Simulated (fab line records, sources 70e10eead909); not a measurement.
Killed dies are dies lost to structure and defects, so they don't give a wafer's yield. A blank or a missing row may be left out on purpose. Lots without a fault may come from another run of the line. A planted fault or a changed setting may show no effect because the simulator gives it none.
Which tool did it? | flow nand_harc | 13 lots, 39 wafers sampled, at 6 steps of a route of 1302

WHAT THE GAUGES READ, wafer by wafer
NHARC_A_DECK1_JOINT_THK_MEAS_14: measures by ellipsometry. Usual: thk_nm 51.2 nm, standard deviation 1.4.
lot  | measured     | on            | thk_nm (nm)    | flag
L737 | day 11 07:32 | film_metro-02 | 52.6 51.8 52.8 |
L739 | day 12 06:35 | film_metro-01 | 48.8 49.0 54.1 |
L740 | day 12 18:28 | film_metro-01 | 50.6 50.1 50.6 |
L742 | day 13 07:47 | film_metro-02 | 51.9 51.1 51.7 |
L743 | day 13 23:44 | film_metro-02 | 49.5 50.8 51.7 |
L746 | day 15 06:53 | film_metro-01 | 51.3 48.4 50.2 |
L750 | day 17 08:12 | film_metro-01 | 52.3 50.4 54.8 |
L752 | day 17 14:29 | film_metro-02 | 52.1 51.6 54.1 |
L755 | day 19 03:02 | film_metro-02 | 50.2 50.3 49.3 |
L757 | day 19 12:01 | film_metro-02 | 51.2 52.7 49.9 |
L758 | day 20 08:09 | film_metro-01 | 49.9 50.9 50.3 |
L759 | day 20 19:32 | film_metro-01 | 49.4 49.5 52.6 |
L760 | day 20 19:32 | film_metro-02 | 51.0 49.6 51.4 |

NHARC_A_DECK1_JOINT_THK_MEAS_17: measures by ellipsometry. Usual: thk_nm 45.2 nm, standard deviation 1.2.
lot  | measured     | on            | thk_nm (nm)    | flag
L737 | day 12 05:53 | film_metro-01 | 44.5 43.1 43.7 |
L739 | day 13 11:56 | film_metro-01 | 43.1 45.1 46.2 |
L740 | day 13 17:53 | film_metro-02 | 45.7 43.8 46.0 |
L742 | day 14 07:58 | film_metro-01 | 44.7 46.8 46.0 |
L743 | day 15 03:46 | film_metro-01 | 44.2 44.3 45.7 |
L746 | day 16 06:41 | film_metro-01 | 46.7 44.8 45.3 |
L750 | day 18 10:04 | film_metro-02 | 46.7 46.8 72.3 | OFF
L752 | day 18 16:54 | film_metro-01 | 45.7 44.7 46.6 |
L755 | day 20 02:16 | film_metro-02 | 46.5 44.4 46.5 |
L757 | day 20 10:44 | film_metro-01 | 44.1 43.8 45.0 |
L758 | day 21 07:29 | film_metro-02 | 43.2 43.2 43.2 |
L759 | day 21 22:25 | film_metro-02 | 45.5 45.0 45.3 |
L760 | day 21 22:32 | film_metro-02 | 45.7 46.5 45.7 |

NHARC_A_ONON_D2_THK_MEAS_02: measures by ellipsometry. Usual: thk_nm 999 nm, standard deviation 9.8.
lot  | measured     | on            | thk_nm (nm)    | flag
L737 | day 12 06:29 | film_metro-02 | 996 996 996    |
L739 | day 13 12:32 | film_metro-02 | 992 993 994    |
L740 | day 13 18:30 | film_metro-01 | 1008 1005 1006 |
L742 | day 14 08:34 | film_metro-01 | 995 992 994    |
L743 | day 15 04:23 | film_metro-02 | 989 987 987    |
L746 | day 16 07:18 | film_metro-02 | 989 989 990    |
L750 | day 18 10:41 | film_metro-01 | 993 993 992    |
L752 | day 18 17:31 | film_metro-02 | 1004 1006 1004 |
L755 | day 20 02:53 | film_metro-02 | 997 994 997    |
L757 | day 20 11:21 | film_metro-01 | 985 986 984    |
L758 | day 21 08:07 | film_metro-02 | 1007 1007 1008 |
L759 | day 21 23:02 | film_metro-01 | 999 997 1000   |
L760 | day 21 23:08 | film_metro-01 | 998 998 996    |

NHARC_A_ONON_D2_THK_MEAS_18: measures by ellipsometry. Usual: thk_nm 1002 nm, standard deviation 11.
lot  | measured     | on            | thk_nm (nm)    | flag
L737 | day 12 16:11 | film_metro-02 | 1001 1000 1002 |
L739 | day 14 00:29 | film_metro-01 | 1002 1003 1004 |
L740 | day 14 04:07 | film_metro-02 | 995 993 997    |
L742 | day 14 18:13 | film_metro-02 | 991 990 991    |
L743 | day 15 14:00 | film_metro-02 | 996 999 998    |
L746 | day 16 19:02 | film_metro-01 | 1000 999 1000  |
L750 | day 18 21:20 | film_metro-02 | 1022 1021 1021 |
L752 | day 19 03:31 | film_metro-01 | 1023 1020 1021 |
L755 | day 20 14:08 | film_metro-02 | 995 996 995    |
L757 | day 20 22:51 | film_metro-01 | 997 997 997    |
L758 | day 21 18:24 | film_metro-01 | 1019 1019 1018 |
L759 | day 22 09:15 | film_metro-01 | 984 984 982    |
L760 | day 22 09:15 | film_metro-02 | 993 994 992    |

NHARC_END_SORT_01. Usual: killed_at_array 55, standard deviation 17; killed_at_other 1.1, standard deviation 1.4; killed_at_periphery 3.9, standard deviation 3; killed_dies 59, standard deviation 17; killed_open 3.5, standard deviation 2; killed_short 2.6, standard deviation 1.6.
lot  | measured     | on        | killed_at_array | killed_at_other | killed_at_periphery | killed_dies | killed_open | killed_short | flag
L737 | day 24 21:41 | prober-01 | 70 62 62        | 0 1 0           | 4 4 6               | 74 67 68    | 4 2 5       | 4 3 2        |
L739 | day 25 15:55 | prober-02 | 79 61 67        | 0 0 0           | 3 5 1               | 82 66 68    | 1 5 2       | 3 6 1        |
L740 | day 25 15:58 | prober-01 | 51 38 28        | 0 0 0           | 3 2 5               | 54 40 33    | 5 2 2       | 3 3 0        |
L742 | day 26 11:11 | prober-02 | 45 51 54        | 1 2 2           | 8 6 5               | 54 59 61    | 3 4 4       | 0 2 1        |
L743 | day 27 11:08 | prober-02 | 45 50 40        | 1 0 3           | 2 2 1               | 48 52 44    | 4 6 4       | 1 2 2        |
L746 | day 28 10:04 | prober-02 | 60 50 49        | 0 3 1           | 3 3 2               | 63 56 52    | 3 1 0       | 4 4 6        |
L750 | day 30 08:51 | prober-01 | 74 56 59        | 0 0 1           | 2 2 2               | 76 58 62    | 9 3 4       | 3 3 2        |
L752 | day 30 13:58 | prober-02 | 55 60 54        | 0 0 0           | 0 0 2               | 55 60 56    | 2 2 2       | 1 3 2        |
L755 | day 31 17:05 | prober-02 | 67 76 73        | 0 0 0           | 6 5 7               | 73 81 80    | 5 2 3       | 0 3 1        |
L757 | day 32 08:38 | prober-01 | 45 32 27        | 1 0 0           | 3 1 6               | 49 33 33    | 7 1 5       | 3 4 1        |
L758 | day 33 11:46 | prober-02 | 53 52 55        | 0 1 3           | 3 11 11             | 56 64 69    | 2 1 4       | 2 3 5        |
L759 | day 33 20:57 | prober-01 | 68 58 57        | 4 1 0           | 2 5 1               | 74 64 58    | 4 0 3       | 0 3 2        |
L760 | day 33 20:11 | prober-02 | 61 53 54        | 0 2 2           | 5 3 3               | 66 58 59    | 5 4 3       | 1 1 3        |

WHICH TOOL RAN EACH LOT (tool, then ch and the chambers of the sampled wafers, then the start)
lot  | NHARC_A_DECK1_JOINT_DEP_16
L737 | pecvd-03 ch 1,2, day 12 05:37
L739 | pecvd-03 ch 0,1, day 13 11:41
L740 | pecvd-01 ch 1,2, day 13 17:38
L742 | pecvd-03 ch 0,1, day 14 07:41
L743 | pecvd-01 ch 1,2, day 15 03:29
L746 | pecvd-01 ch 0,2, day 16 06:26
L750 | pecvd-01 ch 0,1, day 18 09:49
L752 | pecvd-03 ch 0,1, day 18 16:41
L755 | pecvd-03 ch 0,1,2, day 20 02:01
L757 | pecvd-04 ch 0,1,2, day 20 10:27
L758 | pecvd-03 ch 1,2, day 21 07:14
L759 | pecvd-04 ch 0,2, day 21 22:10
L760 | pecvd-03 ch 0,1,2, day 21 22:16
- NHARC_A_DECK1_JOINT_DEP_16: deposits SiO2, target thk 45 nm.

WHAT THE TOOLS THEMSELVES READ (means of the sampled wafers that have a number; where no wafer has one, the mark that the record gives instead)
NHARC_A_DECK1_JOINT_DEP_16. Usual: heater_power_w 549 W, standard deviation 93; throttle_valve_pct 15.8 %, standard deviation 0.41.
lot  | tool     | heater_power_w (W) | throttle_valve_pct (%) | flag
L737 | pecvd-03 | 421                | 16.0                   |
L739 | pecvd-03 | 563                | 15.7                   |
L740 | pecvd-01 | 640                | 15.5                   |
L742 | pecvd-03 | 456                | 15.7                   |
L743 | pecvd-01 | 628                | 15.5                   |
L746 | pecvd-01 | 661                | 15.6                   |
L750 | pecvd-01 | 614                | 16.3                   |
L752 | pecvd-03 | 473                | 15.5                   |
L755 | pecvd-03 | 528                | 15.5                   |
L757 | pecvd-04 | 557                | 16.0                   |
L758 | pecvd-03 | 426                | 15.8                   |
L759 | pecvd-04 | 501                | 16.4                   |
L760 | pecvd-03 | 493                | 15.6                   |

THE ANSWER, worked out from the rows above alone
Rule: a lot is off if the mean of its wafers that have a number lies more than 3 standard deviations from the usual mean. A lot without any number at a reading at which 4 lots or more have one is off too. The other lots that the step has rows for count as sound. The gauges are gone through in route order, then the tools' own readings, and for those a lot's mean is taken as printed above. The first step at which some lot is off is used, and at that step the reading that is off furthest; a lot without a number counts as furthest.
Off: L750, at NHARC_A_DECK1_JOINT_THK_MEAS_17 (thk_nm).
A tool fits if, at a process step before that reading, it ran every lot that is off, and no sound lot after the first of them. The gauges at NHARC_A_DECK1_JOINT_THK_MEAS_17 are tried like those tools. One fits: pecvd-01 at NHARC_A_DECK1_JOINT_DEP_16. Its last sound lot is L746 (day 16 06:26), its first lot that is off L750 (day 18 09:49): a fault that began between those two fits.

WHAT THE SIMULATOR HAD PUT IN
Process parameter drift: pecvd-01, from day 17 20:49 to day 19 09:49, at NHARC_A_DECK1_JOINT_DEP_16. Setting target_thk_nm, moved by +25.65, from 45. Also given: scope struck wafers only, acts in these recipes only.
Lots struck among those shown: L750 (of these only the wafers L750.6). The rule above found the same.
